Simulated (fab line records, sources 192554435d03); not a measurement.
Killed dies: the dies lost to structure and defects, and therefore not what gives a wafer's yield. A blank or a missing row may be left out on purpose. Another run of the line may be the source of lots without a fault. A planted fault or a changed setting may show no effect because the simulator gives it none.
A struck lot beside a sound one || flow n5-finfet || 15 steps out of a route of 1938
Sound: the wafers L931.2, L931.3, L931.6. Struck: wafers L943.1, L943.3, L943.6. The cause comes at the end.
At each step with rows: each side's tool, then ch and its chambers, then its first start. Under that, the readings that differ: sound wafers || struck wafers || difference of the means || sigmas: that difference in standard deviations of wafers without a fault.
alike: a reading whose means differ by less than 2 such deviations, as well as words and numbers matching on both sides. not compared: withheld readings; readings where some wafer has no value; bounds like >300 that might hide an equal value; numbers whose values overlap and for which the record gives no deviation.
Wherever a step has rows on one side only, a row that says differs or no value, or a row with sigmas, the two part there. When numbers do not overlap yet have no deviation, they are printed without sigmas and do not part them. A reading that every wafer of one side lacks parts them only if that side has two wafers or more.

N5_MOL_CONTACT_COAG_CD_MEAS_08: the cd target is 28 nm.
  sound on cd-sem-01 ch 0, day 4 16:29; struck on cd-sem-03 ch 0, day 7 14:40
  alike: cd-nm
N5_MOL_CONTACT_COAG_OVL_MEAS_09:
  sound on overlay-02 ch 0, day 4 16:31; struck on overlay-02 ch 0, day 7 14:41
  alike: CA_OVL
N5_MOL_CONTACT_COAG_INSPECT_10: inspects for defects (brightfield).
  sound on defect-inspect-02, day 4 16:34; struck on defect-inspect-02, day 7 14:44
  alike: raw-defect-count
N5_MOL_CONTACT_COAG_DESCUM_13: chemistry O2, time 7 s.
  sound on rie-diel-05 ch 1,3, day 4 16:37; struck on rie-diel-05 ch 1,2,3, day 7 14:47
  alike: drypump-motor-current-A, oes-product-au, rf-vpp-V, showerhead-plenum-p-Torr, throttle-valve-pct
  not compared: rf-hours-counter-h
N5_MOL_CONTACT_COAG_ETCH_59: etches underlayer in N2/H2, target depth 13 nm, time 10.4 s.
  sound on rie-diel-05 ch 1,3, day 4 16:38; struck on rie-diel-05 ch 1,2,3, day 7 14:49
  alike: drypump-motor-current-A, etch-rf-on-time-s, oes-product-au, rf-vpp-V, showerhead-plenum-p-Torr, throttle-valve-pct
  not compared: rf-hours-counter-h
N5_MOL_CONTACT_COAG_ETCH_105: etches SiARC in CF4, target depth 15.6 nm, time 26 s.
  sound on rie-diel-05 ch 1,3, day 4 16:40; struck on rie-diel-05 ch 1,2,3, day 7 14:50
  alike: drypump-motor-current-A, etch-rf-on-time-s, oes-product-au, rf-vpp-V, showerhead-plenum-p-Torr, throttle-valve-pct
  not compared: rf-hours-counter-h
N5_MOL_CONTACT_COAG_ETCH_106: etches SOC in N2/H2, target depth 80 nm, overetch 16 nm, time 120 s.
  sound on rie-diel-05 ch 1,3, day 4 16:41; struck on rie-diel-05 ch 1,2,3, day 7 14:52
  alike: drypump-motor-current-A, oes-product-au, rf-vpp-V, showerhead-plenum-p-Torr, throttle-valve-pct
  not compared: rf-hours-counter-h
then, 4 steps without rows for these wafers: N5_MOL_CONTACT_COAG_STRIP_107 (strips in N2/H2); N5_MOL_CONTACT_COAG_STRIP_108 (strips in N2/H2); N5_MOL_CONTACT_COAG_CONTACT_ETCH_14 (etches SiO2 in C4F6/O2, target depth 27.5 nm, overetch 8.5 nm, time 20 s); N5_MOL_CONTACT_COAG_STRIP_109 (strips in C4F6/O2).
N5_MOL_CONTACT_COAG_ETCH_15: etches SiNx in CH3F/O2, stops on Si:P, target depth 7 nm.
  sound on rie-diel-05 ch 1,3, day 4 16:49; struck on rie-diel-05 ch 1,2,3, day 7 15:00
  alike: drypump-motor-current-A, oes_ar_750_au, oes_f_703_au, oes-product-au, rf-vpp-V, showerhead-plenum-p-Torr, throttle-valve-pct
  not compared: rf-hours-counter-h
N5_MOL_CONTACT_COAG_ETCH_110: etches Si in CF4/O2, target depth 2.5 nm, time 8 s.
  sound on rie-diel-05 ch 1,3, day 4 16:53; struck on rie-diel-05 ch 1,2,3, day 7 15:04
{"reading": "model.etch.depth-nm (nm)", "sound": "2.408 2.435 2.449", "struck": "1.898 1.907 1.98", "difference": -0.502, "sigmas": ""}
  alike: drypump-motor-current-A, oes_ar_750_au, oes_f_703_au, oes-product-au, rf-vpp-V, showerhead-plenum-p-Torr, throttle-valve-pct
  not compared: rf-hours-counter-h
then, 1 step without rows for these wafers: N5_MOL_CONTACT_COAG_STRIP_98 (strips in N2/H2).
-- here the record skips 4 days between the struck wafers' starts before and after, leaving off in module MOL_CONTACT_COAG and picking up in module BEOL_M4 (first step shown: number 1111 of the route) --
N5_BEOL_M4_RC_MEAS_101:
  sound on prober-02 ch 0, day 8 11:55; struck on prober-02 ch 0, day 11 14:08
  alike: DIBL_N, DIBL_P, IOFF_N, IOFF_P, ION_N, ION_P, SS_N, SS_P, VT_N, VT_P

== WHERE THEY PART ==
Nowhere in this record.

WHY: the cause the simulator had injected
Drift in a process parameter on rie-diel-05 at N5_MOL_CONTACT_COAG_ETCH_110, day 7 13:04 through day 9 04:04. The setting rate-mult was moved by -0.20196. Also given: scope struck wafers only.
